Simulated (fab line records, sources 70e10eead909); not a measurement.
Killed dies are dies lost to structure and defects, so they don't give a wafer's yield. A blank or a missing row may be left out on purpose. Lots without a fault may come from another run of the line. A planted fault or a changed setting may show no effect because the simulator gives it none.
fab line records | flow nand_harc
record lots=6 wafers=18 last_day=33
route steps=1302 shown A_CHANNEL_HOLE_D1@480 A_CHANNEL_FILL_D1@490
lots that met no fault: from a run of the same line without faults
start_h: hours from the record's first day to the start of the lot's first wafer shown | wait_h: hours since the lot's step before | " the same as in the row above | L1.1+2: a row that stands for several wafers | - no value, or no start given | * or withheld: withheld | < > ~ a bound
route shown NAME@n: a module of which the file shows steps, and the number in the route of the first | usual: mean/standard deviation of fault-free wafers | same: alike in all rows | chamber/n: place in a boat | sites: the reading at each site | _std_site: their standard deviation | _edge_site: outer sites' mean less inner sites' | radius_mm: how far each site lies from the wafer's centre | mask NAME#n: copy n | behind: the tool/chamber that last shaped the wafer | hold: why the lot was held/for how many hours/how that ended | device: the transistor (n, p or np) that didn't switch | end of line: the same wafers' tests at the end of the route | a step without rows: its recipe alone | killed: dies lost to structure and defects at the first sort, not the wafer's yield | map: a wafer's dies, x killed, . not, _ none there
set.NAME: the setting as run; set.NAME@STEP: as run at that earlier step | model.NAME: the simulator's own value behind a step, which no gauge read
lots at some steps of the route; a table a step, a row a wafer
services: from which hour (start_h, from the record's first day; less than 0 if before it) a tool's chamber was out of use, for how many hours, and why
## steps
# step NHARC_A_CHANNEL_HOLE_D1_STRIP_41
# recipe n2_flow_sccm=150 h2_flow_sccm=150 ar_flow_sccm=0 bias_w=0 chemistry=N2/H2
# step NHARC_A_CHANNEL_HOLE_D1_STRIP_42
# recipe cf4_flow_sccm=100 chf3_flow_sccm=30 ar_flow_sccm=0 bias_w=0 chemistry=CF4/CHF3
# step NHARC_A_CHANNEL_HOLE_D1_STRIP_43
# recipe o2_flow_sccm=400 cos_flow_sccm=20 ar_flow_sccm=0 bias_w=0 chemistry=O2/COS
# step NHARC_A_CHANNEL_HOLE_D1_ETCH_44
# recipe target_depth_a=1400 overetch_a=140 time_s=77 ion_energy_ev=100 cf4_flow_sccm=80 o2_flow_sccm=20 ar_flow_sccm=0 rf_w=300 bias_w=100 chemistry=CF4/O2
# usual bias_w=100.00/0.29 chamber_pressure_mTorr=30.001/0.025 drypump_motor_current_A=5.7/0.42 oes_product_au=1.002/0.0097 rf_fwd_power_W=297.2/1.4 rf_vpp_V=197.9/1.7 showerhead_plenum_p_Torr=1.34/0.069 throttle_valve_pct=13.397/0.009
# columns lot.wafer tool chamber start_h wait_h bias_w chamber_pressure_mTorr drypump_motor_current_A oes_product_au rf_fwd_power_W rf_hours_counter_h rf_vpp_V showerhead_plenum_p_Torr throttle_valve_pct
L720.3 rie_diel-04 1 176.83 0.0 99.88 29.953 6.5 1.002 296.9 15 200.5 1.41 13.397
L720.5 " 1 " " 100.15 30.004 6.5 1.005 297.8 - 200.1 1.41 13.403
L720.6 " 2 " " 99.85 30.007 5.2 0.993 296.3 - 196.5 1.29 13.399
L722.4 rie_diel-01 0 200.92 0.1 100.06 30.028 5.4 1.006 294.9 53 198.2 1.36 13.405
L722.3 " 1 " " 99.59 29.991 6.4 0.999 299.2 49 196.3 1.27 13.406
L722.6 " 2 " " 99.81 30.008 5.7 1.003 296.5 - 195.7 1.25 13.392
L738.4 rie_diel-04 2 368.07 0.1 99.74 29.998 5.2 1.008 295.5 0 196.5 1.28 13.415
L738.6 " 3 " " 99.23 29.954 5.2 1.004 296.2 - 200.7 1.41 13.405
L738.5 " 0 " " 100.50 30.012 5.8 0.987 296.8 - 199.4 1.36 13.390
L739.4 rie_diel-12 1 371.11 0.1 100.55 30.001 5.8 0.988 297.4 44 199.8 1.38 13.387
L739.6 " 1 " " 100.03 30.031 5.7 0.993 297.3 - 199.2 1.38 13.399
L739.5 " 2 " " 100.46 30.014 6.2 1.012 296.3 - 196.8 1.28 13.398
L740.3 rie_diel-12 3 383.55 0.1 99.85 29.990 5.8 1.005 297.0 42 194.9 1.24 13.396
L740.5 " 0 " " 100.19 29.994 5.9 1.001 299.0 - 199.6 1.44 13.403
L740.6 " 1 " " 100.21 29.973 5.8 0.997 295.7 - 198.1 1.38 13.395
L742.3 rie_diel-04 0 409.30 0.1 100.08 29.989 5.7 1.002 298.5 4 197.4 1.36 13.415
L742.4 " 1 " " 99.97 29.997 6.4 0.997 296.1 4 200.2 1.40 13.414
L742.5 " 3 " " 99.72 29.991 5.2 1.009 296.8 - 200.9 1.40 13.398
# step NHARC_A_CHANNEL_HOLE_D1_STRIP_27
# recipe o2_flow_sccm=500 ar_flow_sccm=0 bias_w=0 chemistry=O2
# usual chamber_pressure_mTorr=59.99/0.057 drypump_motor_current_A=5.8/0.42 oes_product_au=1.001/0.01 rf_vpp_V=57.8/0.93 showerhead_plenum_p_Torr=3.55/0.17 throttle_valve_pct=17.037/0.0091
# same bias_w=0
# columns lot.wafer tool chamber start_h wait_h chamber_pressure_mTorr drypump_motor_current_A oes_product_au rf_hours_counter_h rf_vpp_V showerhead_plenum_p_Torr throttle_valve_pct
L720.3 rie_diel-04 3 - - 60.03 5.2 1.000 17 58.4 3.71 17.037
L720.6 " 0 " " 60.02 5.8 0.991 - 57.1 3.61 17.040
L720.5 " 1 " " 59.98 6.5 1.008 - 58.5 3.71 17.050
L722.4 rie_diel-01 3 - - 59.89 5.8 1.027 50 56.8 3.28 17.027
L722.3 " 0 " " 60.02 5.4 1.003 53 59.3 3.59 17.038
L722.6 " 2 " " 60.06 5.7 1.004 - 56.6 3.31 17.043
L738.4 rie_diel-04 2 - - 59.91 5.2 1.003 0 56.2 3.40 17.030
L738.5 " 0 " " 60.05 5.8 0.997 - 57.2 3.60 17.027
L738.6 " 1 " " 59.98 6.5 0.982 - 57.9 3.70 17.046
L739.4 rie_diel-12 2 - - 60.05 6.2 1.016 46 57.5 3.39 17.020
L739.5 " 0 " " 59.94 5.9 0.996 - 59.1 3.79 17.037
L739.6 " 1 " " 60.14 5.8 0.990 - 58.2 3.65 17.022
L740.3 rie_diel-12 0 - - 59.98 5.9 0.987 41 58.2 3.78 17.032
L740.6 " 1 " " 59.99 5.8 0.983 - 58.0 3.65 17.039
L740.5 " 2 " " 59.96 6.3 1.004 - 58.6 3.39 17.030
L742.4 rie_diel-04 2 - - 59.97 5.2 1.002 5 57.1 3.39 17.032
L742.3 " 3 " " 59.92 5.2 1.018 4 56.6 3.70 17.062
L742.5 " 2 " " 60.03 5.2 1.002 - 58.4 3.39 17.036
# step NHARC_A_CHANNEL_HOLE_D1_PRECLEAN_28
# recipe time_s=* temp_c=50 bath_age_min=0 chemistry=SC1
# step NHARC_A_CHANNEL_HOLE_D1_SRD_29
# step NHARC_A_CHANNEL_HOLE_D1_CD_MEAS_30
# usual cd_nm=90.3/1.3
# columns lot.wafer tool chamber start_h wait_h cd_nm
L720.3 cd_sem-02 - 177.64 - 89.8
L720.5 " - " " 90.1
L720.6 " - " " 90.0
L722.3 cd_sem-02 - 201.71 - 90.9
L722.4 " - " " 91.2
L722.6 " - " " 91.2
L738.4 cd_sem-03 - 368.85 - 89.3
L738.5 " - " " 90.6
L738.6 " - " " 91.3
L739.4 cd_sem-03 - 371.91 - 89.3
L739.5 " - " " 89.7
L739.6 " - " " 90.2
L740.3 cd_sem-02 - 384.36 - 89.6
L740.5 " - " " 87.7
L740.6 " - " " 90.6
L742.3 cd_sem-02 - 410.09 - 91.3
L742.4 " - " " 90.5
L742.5 " - " " 91.0
# step NHARC_A_CHANNEL_HOLE_D1_XSEM_31
# recipe landing_energy_ev=35000
# usual bot_cd_nm=74.8/1.3 bow_nm=8.64/0.18 tilt_deg=0.07/0.04
# columns lot.wafer tool chamber start_h wait_h bot_cd_nm bow_nm tilt_deg
L720.3 xsem-02 0 177.73 0.1 74.2 8.38 0.04
L720.5 " 0 " " 74.4 8.30 0.04
L720.6 " 0 " " 74.3 8.37 0.04
L722.3 xsem-02 0 201.80 0.1 75.7 8.88 0.03
L722.4 " 0 " " 76.3 8.89 0.04
L722.6 " 0 " " 76.8 8.90 0.04
L738.4 xsem-01 0 368.94 0.1 73.0 8.37 0.10
L738.5 " 0 " " 75.7 8.52 0.10
L738.6 " 0 " " 75.3 8.41 0.10
L739.4 xsem-02 0 372.01 0.1 74.3 8.78 0.07
L739.5 " 0 " " 74.9 8.72 0.07
L739.6 " 0 " " 75.3 8.65 0.07
L740.3 xsem-02 0 384.45 0.1 74.5 8.46 0.06
L740.5 " 0 " " 73.2 8.41 0.06
L740.6 " 0 " " 75.5 8.52 0.06
L742.3 xsem-01 0 410.17 0.1 75.2 8.35 0.05
L742.4 " 0 " " 74.7 8.38 0.05
L742.5 " 0 " " 74.7 8.23 0.05
# step NHARC_A_CHANNEL_HOLE_D1_INSPECT_40
# usual raw_defect_count=75/24
# columns lot.wafer tool chamber start_h wait_h raw_defect_count
L720.3 defect_inspect-02 - 177.82 - 75
L720.5 " - " " 72
L720.6 " - " " 89
L722.3 defect_inspect-02 - 201.89 - 74
L722.4 " - " " 66
L722.6 " - " " 52
L738.4 defect_inspect-01 - 369.02 - 61
L738.5 " - " " 56
L738.6 " - " " 65
L739.4 defect_inspect-02 - 372.09 - 83
L739.5 " - " " 103
L739.6 " - " " 75
L740.3 defect_inspect-02 - 384.55 - 40
L740.5 " - " " 52
L740.6 " - " " 47
L742.3 defect_inspect-01 - 410.26 - 31
L742.4 " - " " 32
L742.5 " - " " 52
# step NHARC_A_CHANNEL_FILL_D1_PRECLEAN_00
# recipe time_s=* temp_c=50 bath_age_min=0 chemistry=SC1
# step NHARC_A_CHANNEL_FILL_D1_SRD_01
# step NHARC_A_CHANNEL_FILL_D1_ALD_02
# recipe target_thk_a=60 pulse_time_s=10 ald_cycles=60 temp_c=300 material=SiO2
# usual ald_cycles=60/0 heater_power_w=472/48 precursor_pulse_height_rel=0.999/0.02
# same pulse_time_s=10
# columns lot.wafer tool chamber start_h wait_h ald_cycles heater_power_w precursor_pulse_height_rel
L720.3 ald_hk-01 0 178.24 - 60 363 1.014
L720.5 " 1 " " 60 465 0.987
L720.6 " 2 " " 60 446 1.033
L722.3 ald_hk-03 0 202.37 - 60 486 1.023
L722.4 " 1 " " 60 594 1.008
L722.6 " 0 " " 60 500 0.992
L738.4 ald_hk-03 0 369.40 - 73 479 0.997
L738.5 " 0 " " 60 477 0.967
L738.6 " 1 " " 60 583 1.001
L739.4 ald_hk-03 3 372.28 - 73 493 0.995
L739.6 " 3 " " 60 486 0.987
L739.5 " 0 " " 60 493 0.981
L740.3 ald_hk-04 1 384.88 - 60 500 0.974
L740.5 " 3 " " 60 440 0.993
L740.6 " 0 " " 60 504 0.950
L742.4 ald_hk-01 2 410.46 - 60 456 1.024
L742.3 " 3 " " 60 470 0.972
L742.5 " 2 " " 60 455 1.011
# step NHARC_A_CHANNEL_FILL_D1_ALD_03
# recipe target_thk_a=60 pulse_time_s=60 ald_cycles=58 temp_c=630 pressure_torr=2 material=SiNx
# usual ald_cycles=58/0 chamber_pressure_Torr=2.000/0.0044 precursor_pulse_height_rel=0.999/0.02
# same pulse_time_s=60
# columns lot.wafer tool chamber start_h wait_h ald_cycles chamber_pressure_Torr precursor_pulse_height_rel
L720.3 ald_sin_batch-02 0 - - 58 1.998 1.028
L720.5 " 0 " " 58 1.996 0.990
L720.6 " 0 " " 58 1.994 0.978
L722.3 ald_sin_batch-02 0 - - 58 1.998 0.964
L722.4 " 0 " " 58 2.000 0.998
L722.6 " 0 " " 58 1.998 1.024
L738.4 ald_sin_batch-01 0 - - 58 2.002 0.999
L738.5 " 0 " " 58 1.996 1.023
L738.6 " 0 " " 58 2.003 1.018
L739.4 ald_sin_batch-03 0 - - 58 1.996 1.051
L739.5 " 0 " " 58 1.993 0.997
L739.6 " 0 " " 58 2.002 0.999
L740.3 ald_sin_batch-03 0 - - 58 2.003 0.991
L740.5 " 0 " " 58 1.998 1.004
L740.6 " 0 " " 58 1.995 0.974
L742.3 ald_sin_batch-01 0 - - 58 1.996 0.999
L742.4 " 0 " " 58 2.000 0.993
L742.5 " 0 " " 58 1.998 1.030
## services
# columns tool chamber start_h hours kind
rie_diel-01 3 157.35 2.9 repair
rie_diel-12 2 167.76 10.3 repair
rie_diel-04 - 177.90 9.0 pm
ald_hk-03 - 178.10 0.4 repair
ald_hk-03 - 189.82 0.7 repair
rie_diel-12 3 192.68 3.1 repair
rie_diel-01 - 204.57 9.0 pm
ald_hk-03 - 212.00 10.0 pm
rie_diel-12 - 242.81 0.4 repair
rie_diel-04 3 262.61 12.8 repair
ald_sin_batch-02 - 266.00 26.0 pm
rie_diel-12 - 268.49 9.0 pm
rie_diel-01 2 288.57 21.9 repair
rie_diel-04 - 290.35 15.8 repair
ald_hk-01 - 296.00 10.0 pm
rie_diel-01 0 306.25 14.8 repair
ald_sin_batch-01 - 312.16 2.8 repair
rie_diel-04 1 325.86 15.0 repair
rie_diel-04 - 350.92 0.2 repair
rie_diel-04 - 354.90 9.0 pm
xsem-01 - 374.00 14.0 pm
rie_diel-01 3 377.64 4.2 repair
rie_diel-01 - 381.57 9.0 pm
rie_diel-01 0 401.71 7.1 repair
## key
first_sign step=NHARC_A_CHANNEL_FILL_D1_ALD_02 reading=ald_cycles direction=up sigmas=99+ usual=60 struck=73
effect none on later readings
met_at NHARC_A_CHANNEL_FILL_D1_ALD_02
struck_wafers L738.4,L739.4
tester_left_out L738,L739
onset_between 202.37 369.40
fault kind=process_parameter_drift tool=ald_hk-03 chamber=- onset_h=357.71 steps=NHARC_A_CHANNEL_FILL_D1_ALD_02 channel=ald_cycles offset=13 shape=step end_h=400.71 scope=struck_wafers_only acts_in=these_recipes_only stated=60
# tester_left_out: of these lots the tester's yield and bins aren't shown, on N5 and GAA mostly nor the transistor test; their killed dies are dies lost to structure and defects alone, not to doping, threshold or leakage, so they don't give the yield
